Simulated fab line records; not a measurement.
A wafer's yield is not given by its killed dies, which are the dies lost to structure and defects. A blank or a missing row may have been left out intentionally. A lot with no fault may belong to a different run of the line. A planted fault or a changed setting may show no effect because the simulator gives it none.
fab line records -- flow nandHarc
[record] lots = 14, wafers = 42, lastDay = 27
route steps=1159 shown P_ZERO_WELL@68 P_STI@109 P_GATE@139
lots untouched by any fault: they come from a run of this same line in which no faults occurred
startH: start of the lot's first displayed wafer, in hours after the record's first day -- waitH: time in hours since the lot's previous step -- " repeats the value in the row above -- L1.1+2: a single row standing in for several wafers -- - value missing, or start not given -- * or withheld: withheld -- < > ~ a bound
route shown NAME@n: a module of which the file shows steps, and the number in the route of the first -- usual: average and standard deviation across the fault-free wafers -- same: alike in all rows -- chamber/n: place in a boat -- sites: per-site readings -- _std_site: the standard deviation of these -- _edge_site: inner sites' mean taken away from outer sites' mean -- radiusMm: for every site, how far away it sits from the centre of the wafer -- mask NAME#n: copy n -- behind: the last tool/chamber to shape the wafer -- hold: cause of the lot's hold/its duration in hours/its outcome -- device: whichever transistor did not switch (one of n, p or np) -- end of line: the same wafers' tests at the end of the route -- where a step has no rows: the recipe by itself -- killed: dies that structure and defects cost at the first sort, which is not the same as the wafer's yield -- map: a wafer's dies, x killed, . not, _ none there
set.NAME: setting as actually run; set.NAME@STEP: the setting as run at that earlier step -- model.NAME: the simulator's own value behind a step, which no gauge read
a sample of lots followed through the steps of the route, with each step as a table and each wafer as a row
services: the hour from which a tool's chamber was out of use, counted from the record's first day as startH (under 0 if before that day), plus the number of hours and why
[[steps]]
[step NHARC_P_ZERO_WELL_INSPECT_43]
[usual] rawDefectCount = 13/6.3
lot.wafer,tool,chamber,startH,waitH,rawDefectCount
L921.1,defectInspect-01,-,19.68,0.6,6
L921.5,defectInspect-01,-,19.68,0.6,11
L921.6,defectInspect-01,-,19.68,0.6,9
L923.1,defectInspect-02,-,31.77,0.6,4
L923.3,defectInspect-02,-,31.77,0.6,11
L923.4,defectInspect-02,-,31.77,0.6,16
L925.1,defectInspect-01,-,44.64,0.6,18
L925.4,defectInspect-01,-,44.64,0.6,13
L925.5,defectInspect-01,-,44.64,0.6,27
L932.4,defectInspect-01,-,85.75,0.2,8
L932.5,defectInspect-01,-,85.75,0.2,7
L932.6,defectInspect-01,-,85.75,0.2,14
L935.2,defectInspect-01,-,103.73,0.5,9
L935.5,defectInspect-01,-,103.73,0.5,14
L935.6,defectInspect-01,-,103.73,0.5,13
L936.2,defectInspect-02,-,109.78,0.5,37
L936.3,defectInspect-02,-,109.78,0.5,18
L936.6,defectInspect-02,-,109.78,0.5,19
L937.1,defectInspect-01,-,115.61,0.6,9
L937.2,defectInspect-01,-,115.61,0.6,19
L937.5,defectInspect-01,-,115.61,0.6,23
L938.1,defectInspect-01,-,121.68,0.6,17
L938.3,defectInspect-01,-,121.68,0.6,19
L938.4,defectInspect-01,-,121.68,0.6,15
L939.2,defectInspect-02,-,127.61,0.5,18
L939.5,defectInspect-02,-,127.61,0.5,8
L939.6,defectInspect-02,-,127.61,0.5,33
L940.1,defectInspect-02,-,133.75,0.6,15
L940.2,defectInspect-02,-,133.75,0.6,20
L940.5,defectInspect-02,-,133.75,0.6,17
L941.1,defectInspect-01,-,139.51,0.6,4
L941.5,defectInspect-01,-,139.51,0.6,6
L941.6,defectInspect-01,-,139.51,0.6,9
L942.1,defectInspect-02,-,145.73,0.6,12
L942.2,defectInspect-02,-,145.73,0.6,2
L942.6,defectInspect-02,-,145.73,0.6,12
L943.2,defectInspect-01,-,151.48,0.5,8
L943.5,defectInspect-01,-,151.48,0.5,4
L943.6,defectInspect-01,-,151.48,0.5,7
L944.3,defectInspect-02,-,157.61,0.4,17
L944.4,defectInspect-02,-,157.61,0.4,10
L944.6,defectInspect-02,-,157.61,0.4,12
[step NHARC_P_STI_INSPECT_25]
[usual] rawDefectCount = 217/85
lot.wafer,tool,chamber,startH,waitH,rawDefectCount
L921.1,defectInspect-02,-,56.52,0.4,233
L921.5,defectInspect-02,-,56.52,0.4,232
L921.6,defectInspect-02,-,56.52,0.4,170
L923.1,defectInspect-02,-,73.28,0.4,266
L923.3,defectInspect-02,-,73.28,0.4,278
L923.4,defectInspect-02,-,73.28,0.4,187
L925.1,defectInspect-01,-,89.33,0.4,153
L925.4,defectInspect-01,-,89.33,0.4,188
L925.5,defectInspect-01,-,89.33,0.4,287
L932.4,defectInspect-01,-,145.41,0.4,185
L932.5,defectInspect-01,-,145.41,0.4,123
L932.6,defectInspect-01,-,145.41,0.4,139
L935.2,defectInspect-02,-,145.42,0.4,137
L935.5,defectInspect-02,-,145.42,0.4,126
L935.6,defectInspect-02,-,145.42,0.4,116
L937.1,defectInspect-01,-,158.15,0.4,139
L937.2,defectInspect-01,-,158.15,0.4,207
L937.5,defectInspect-01,-,158.15,0.4,248
L936.2,defectInspect-02,-,158.15,0.4,156
L936.3,defectInspect-02,-,158.15,0.4,104
L936.6,defectInspect-02,-,158.15,0.4,98
L938.1,defectInspect-01,-,167.50,0.4,228
L938.3,defectInspect-01,-,167.50,0.4,220
L938.4,defectInspect-01,-,167.50,0.4,349
L939.2,defectInspect-02,-,172.90,0.4,329
L939.5,defectInspect-02,-,172.90,0.4,159
L939.6,defectInspect-02,-,172.90,0.4,141
L940.1,defectInspect-02,-,184.80,0.4,150
L940.2,defectInspect-02,-,184.80,0.4,157
L940.5,defectInspect-02,-,184.80,0.4,143
L941.1,defectInspect-01,-,184.80,0.4,117
L941.5,defectInspect-01,-,184.80,0.4,172
L941.6,defectInspect-01,-,184.80,0.4,177
L942.1,defectInspect-01,-,192.90,0.4,342
L942.2,defectInspect-01,-,192.90,0.4,196
L942.6,defectInspect-01,-,192.90,0.4,364
L943.2,defectInspect-02,-,198.70,0.4,238
L943.5,defectInspect-02,-,198.70,0.4,180
L943.6,defectInspect-02,-,198.70,0.4,190
L944.3,defectInspect-02,-,206.25,0.4,184
L944.4,defectInspect-02,-,206.25,0.4,156
L944.6,defectInspect-02,-,206.25,0.4,155
[step NHARC_P_GATE_PEB_24]
[recipe] pebTempC = 100, pebTimeS = 65
[usual] chillPlateTempC = 23.02/0.11, exhaustPa = 45.0/0.88
lot.wafer,tool,chamber,startH,waitH,chillPlateTempC,exhaustPa
L921.1,lithoTrack-01,0,78.18,0.1,22.84,44.7
L921.5,lithoTrack-01,0,78.18,0.1,23.10,44.8
L921.6,lithoTrack-01,0,78.18,0.1,23.20,45.6
L923.1,lithoTrack-04,0,97.52,0.1,23.18,44.4
L923.3,lithoTrack-04,0,97.52,0.1,23.11,45.1
L923.4,lithoTrack-04,0,97.52,0.1,23.23,43.8
L925.1,lithoTrack-06,0,111.73,0.1,23.24,44.2
L925.4,lithoTrack-06,0,111.73,0.1,23.25,45.8
L925.5,lithoTrack-06,0,111.73,0.1,23.15,45.1
L932.4,lithoTrack-04,-,168.80,0.0,-,-
L932.5,lithoTrack-04,-,168.80,0.0,-,-
L932.6,lithoTrack-04,-,168.80,0.0,-,-
L935.2,lithoTrack-06,-,169.44,0.1,-,-
L935.5,lithoTrack-06,-,169.44,0.1,-,-
L935.6,lithoTrack-06,-,169.44,0.1,-,-
L937.1,lithoTrack-01,0,182.29,0.1,22.99,44.9
L937.2,lithoTrack-01,0,182.29,0.1,23.06,44.7
L937.5,lithoTrack-01,0,182.29,0.1,23.14,45.1
L936.2,lithoTrack-06,0,183.09,0.1,22.93,44.8
L936.3,lithoTrack-06,0,183.09,0.1,22.88,46.2
L936.6,lithoTrack-06,0,183.09,0.1,22.90,45.4
L938.1,lithoTrack-06,0,192.02,0.1,23.09,45.2
L938.3,lithoTrack-06,0,192.02,0.1,22.83,46.2
L938.4,lithoTrack-06,0,192.02,0.1,22.91,45.7
L939.2,lithoTrack-06,0,197.61,0.1,23.10,45.6
L939.5,lithoTrack-06,0,197.61,0.1,23.13,44.5
L939.6,lithoTrack-06,0,197.61,0.1,23.26,44.0
L941.1,lithoTrack-04,0,207.06,0.1,22.79,45.9
L941.5,lithoTrack-04,0,207.06,0.1,22.77,43.4
L941.6,lithoTrack-04,0,207.06,0.1,22.94,44.6
L940.1,lithoTrack-01,0,207.57,0.1,23.21,45.7
L940.2,lithoTrack-01,0,207.57,0.1,23.02,46.4
L940.5,lithoTrack-01,0,207.57,0.1,23.14,46.4
L942.1,lithoTrack-01,0,217.30,0.1,23.08,44.0
L942.2,lithoTrack-01,0,217.30,0.1,23.11,44.7
L942.6,lithoTrack-01,0,217.30,0.1,23.12,46.5
L943.2,lithoTrack-04,0,220.10,0.1,23.00,44.5
L943.5,lithoTrack-04,0,220.10,0.1,22.96,45.0
L943.6,lithoTrack-04,0,220.10,0.1,23.11,44.6
L944.3,lithoTrack-06,0,236.67,0.0,22.92,42.6
L944.4,lithoTrack-06,0,236.67,0.0,22.95,44.0
L944.6,lithoTrack-06,0,236.67,0.0,22.86,45.4
[step NHARC_P_GATE_ETCH_104]
[recipe] targetDepthA = 600, timeS = withheld, cf4FlowSccm = 100, chf3FlowSccm = 30, arFlowSccm = 0, rfW = 500, biasW = 200, chemistry = CF4/CHF3
[usual] drypumpMotorCurrentA = 5.6/0.39, oesProductAu = 0.945/0.021, rfVppV = 369.7/1.7, showerheadPlenumPTorr = 1.54/0.046, throttleValvePct = 16.802/0.01
lot.wafer,tool,chamber,startH,waitH,drypumpMotorCurrentA,oesProductAu,rfVppV,showerheadPlenumPTorr,throttleValvePct
L921.1,rieDiel-13,2,78.54,0.1,5.7,0.927,368.5,1.50,16.818
L921.6,rieDiel-13,3,78.54,0.1,6.5,0.923,367.4,1.47,16.814
L921.5,rieDiel-13,0,78.54,0.1,5.4,0.922,372.1,1.62,16.815
L923.3,rieDiel-04,1,97.94,0.1,5.9,0.940,370.6,1.57,16.807
L923.1,rieDiel-04,2,97.94,0.1,5.6,0.943,371.6,1.56,16.830
L923.4,rieDiel-04,3,97.94,0.1,4.9,0.953,370.4,1.59,16.820
L925.1,rieDiel-13,0,112.37,0.3,5.4,0.920,371.1,1.62,16.792
L925.4,rieDiel-13,1,112.37,0.3,5.4,0.927,369.9,1.55,16.788
L925.5,rieDiel-13,2,112.37,0.3,5.7,0.924,367.6,1.50,16.807
L932.4,rieDiel-04,1,169.15,0.1,5.9,0.917,370.2,1.57,16.810
L932.6,rieDiel-04,1,169.15,0.1,5.9,0.923,372.2,1.57,16.812
L932.5,rieDiel-04,2,169.15,0.1,5.7,0.923,370.6,1.56,16.785
L935.2,rieDiel-13,2,170.08,0.1,5.7,0.922,367.4,1.49,16.803
L935.6,rieDiel-13,0,170.08,0.1,5.5,0.906,371.8,1.61,16.802
L935.5,rieDiel-13,1,170.08,0.1,5.3,0.924,368.8,1.55,16.803
L937.1,rieDiel-04,1,182.66,0.1,5.8,0.943,369.6,1.57,16.803
L937.2,rieDiel-04,2,182.66,0.1,5.6,0.979,369.5,1.56,16.803
L937.5,rieDiel-04,1,182.66,0.1,5.9,0.963,369.8,1.57,16.799
L936.2,rieDiel-04,3,183.51,0.1,4.9,0.946,369.9,1.59,16.812
L936.3,rieDiel-04,2,183.51,0.1,5.6,0.944,370.7,1.56,16.796
L936.6,rieDiel-04,3,183.51,0.1,4.9,0.948,370.2,1.59,16.794
L938.4,rieDiel-13,3,192.72,0.1,6.5,0.916,365.8,1.47,16.814
L938.1,rieDiel-13,0,192.72,0.1,5.4,0.926,372.5,1.61,16.790
L938.3,rieDiel-13,1,192.72,0.1,5.3,0.924,370.2,1.55,16.816
L939.2,rieDiel-13,1,198.10,0.1,5.4,0.944,370.3,1.55,16.812
L939.5,rieDiel-13,3,198.10,0.1,6.5,0.947,366.5,1.46,16.803
L939.6,rieDiel-13,0,198.10,0.1,5.4,0.951,372.6,1.61,16.819
L941.1,rieDiel-04,3,207.42,0.1,4.9,0.969,371.5,1.59,16.819
L941.6,rieDiel-04,0,207.42,0.1,5.6,0.977,369.7,1.48,16.797
L941.5,rieDiel-04,1,207.42,0.1,5.8,0.958,371.4,1.57,16.810
L940.1,rieDiel-04,1,208.10,0.2,5.9,0.957,369.8,1.57,16.804
L940.2,rieDiel-04,2,208.10,0.2,5.6,0.948,369.4,1.56,16.802
L940.5,rieDiel-04,0,208.10,0.2,5.6,0.953,366.9,1.48,16.804
L942.1,rieDiel-04,0,217.65,0.1,5.6,0.972,368.5,1.48,16.790
L942.2,rieDiel-04,1,217.65,0.1,5.9,0.962,371.9,1.57,16.787
L942.6,rieDiel-04,0,217.65,0.1,5.6,0.972,368.0,1.48,16.800
L943.2,rieDiel-11,0,220.51,0.1,5.5,0.945,368.4,1.49,16.799
L943.5,rieDiel-11,0,220.51,0.1,5.5,0.962,368.4,1.49,16.806
L943.6,rieDiel-11,1,220.51,0.1,5.7,0.940,370.5,1.60,16.791
L944.4,rieDiel-11,2,237.02,0.1,5.8,0.964,368.9,1.55,16.818
L944.3,rieDiel-11,0,237.02,0.1,5.5,0.987,367.9,1.49,16.801
L944.6,rieDiel-11,3,237.02,0.1,5.7,0.982,370.4,1.55,16.804
[[services]]
tool,chamber,startH,hours,kind
rieDiel-04,0,66.41,-,clean
rieDiel-04,1,66.41,-,clean
rieDiel-04,2,66.41,-,clean
rieDiel-04,3,66.41,-,clean
rieDiel-04,0,90.91,-,clean
rieDiel-04,1,90.91,-,clean
rieDiel-04,2,90.91,-,clean
rieDiel-04,3,90.91,-,clean
lithoTrack-01,-,93.00,7.0,pm
rieDiel-13,-,99.20,9.0,pm
rieDiel-04,-,111.98,9.0,pm
rieDiel-04,0,111.98,9.0,ventCycle
rieDiel-04,1,111.98,9.0,ventCycle
rieDiel-04,2,111.98,9.0,ventCycle
rieDiel-04,3,111.98,9.0,ventCycle
lithoTrack-06,-,117.00,7.0,pm
rieDiel-04,0,120.98,-,clean
rieDiel-04,1,120.98,-,clean
rieDiel-11,0,136.05,3.2,repair
rieDiel-04,1,137.93,4.7,repair
rieDiel-11,-,189.65,9.0,pm
rieDiel-04,-,191.45,2.7,repair
rieDiel-13,2,225.68,4.4,repair
rieDiel-04,2,233.99,2.6,repair
[[key]]
[firstSign] step = NHARC_P_GATE_PEB_24, reading = toolRecord, direction = missing
effect none on later readings
metAt NHARC_P_GATE_PEB_24
struckLots L932,L935
laterRowsLeftOut L932.4,L932.5,L932.6,L935.2,L935.5,L935.6
sortLeftOut L932.4,L932.5,L932.6,L935.2,L935.5,L935.6
testerLeftOut L932,L935
notActingAt NHARC_P_ZERO_WELL_INSPECT_43,NHARC_P_STI_INSPECT_25,NHARC_P_GATE_ETCH_104
onsetBetween 111.73 168.80
[fault] kind = skippedStepWhole, tool = lithoTrack-04,lithoTrack-06, chamber = -, onsetH = 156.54, steps = NHARC_P_GATE_PEB_24, scope = struckLotsOnly
// testerLeftOut: of these lots the tester's yield and bins aren't shown, on N5 and GAA mostly nor the transistor test; their killed dies are dies lost to structure and defects alone, not to doping, threshold or leakage, so they don't give the yield
// sortLeftOut: the simulated sort isn't trusted on such a fault, so these wafers' sort isn't shown, and their yield isn't known
// laterRowsLeftOut: the simulator's readings of these wafers behind a module that went badly wrong aren't trusted and aren't shown, but for the sort
